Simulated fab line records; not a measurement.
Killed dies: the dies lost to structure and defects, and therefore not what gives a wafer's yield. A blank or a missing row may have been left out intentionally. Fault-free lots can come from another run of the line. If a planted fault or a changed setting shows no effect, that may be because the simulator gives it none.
What tool caused it? | flow nand-harc | Sampling: 6 lots, 18 wafers, 2 of 1302 route steps

WHAT EACH GAUGE READ, for each wafer
NHARC_A_CHANNEL_HOLE_D2_CD_MEAS_31.
lot  | measured     | on        | cd-nm (nm)
L141 | day 14 03:38 | cd-sem-03 | 90.7 90.3 91.5
L142 | day 14 07:49 | cd-sem-02 | 90.1 89.7 88.6
L153 | day 18 14:32 | cd-sem-02 | 90.6 89.6 90.2
L157 | day 20 04:23 | cd-sem-03 | 90.2 92.2 91.7
L158 | day 21 06:02 | cd-sem-02 | 88.9 89.1 90.4
L162 | day 23 10:38 | cd-sem-01 | 89.9 89.7 90.6

WHAT TOOL EACH LOT RAN ON (gives the tool, then ch and the chambers of the sampled wafers, and finally the start)
lot  | NHARC_A_CHANNEL_HOLE_D2_ETCH_22
L141 | har-etch-01 ch 0,1, day 13 22:57
L142 | har-etch-01 ch 0,1, day 14 03:25
L153 | har-etch-02 ch 0,1, day 18 09:55
L157 | har-etch-01 ch 0,1, day 19 23:44
L158 | har-etch-01 ch 0,1, day 21 01:32
L162 | har-etch-01 ch 1, day 23 02:52
- NHARC_A_CHANNEL_HOLE_D2_ETCH_22: etches the open film in C4F8/O2/Ar, time 666.7 s, target depth 1600 nm.

THE ANSWER, worked out from the rows above alone
Rule: the lots themselves supply what counts as usual. Put in order of their means at a reading, lots are off if they are a third of the lots or fewer, leave a main group of 4 or more, and stand apart from it by a gap of 3 or more times the standard deviation of the main group's means; of several such gaps the widest counts. A main group whose means are all the same, to the digits that the tables above print for the reading, isn't used. A lot without any number at a reading at which 4 lots or more have one is off too. The other lots that the step has rows for count as sound.
Across all readings shown, no lot is off: no conclusion can be drawn from this.

WHAT THE SIMULATOR HAD INSERTED
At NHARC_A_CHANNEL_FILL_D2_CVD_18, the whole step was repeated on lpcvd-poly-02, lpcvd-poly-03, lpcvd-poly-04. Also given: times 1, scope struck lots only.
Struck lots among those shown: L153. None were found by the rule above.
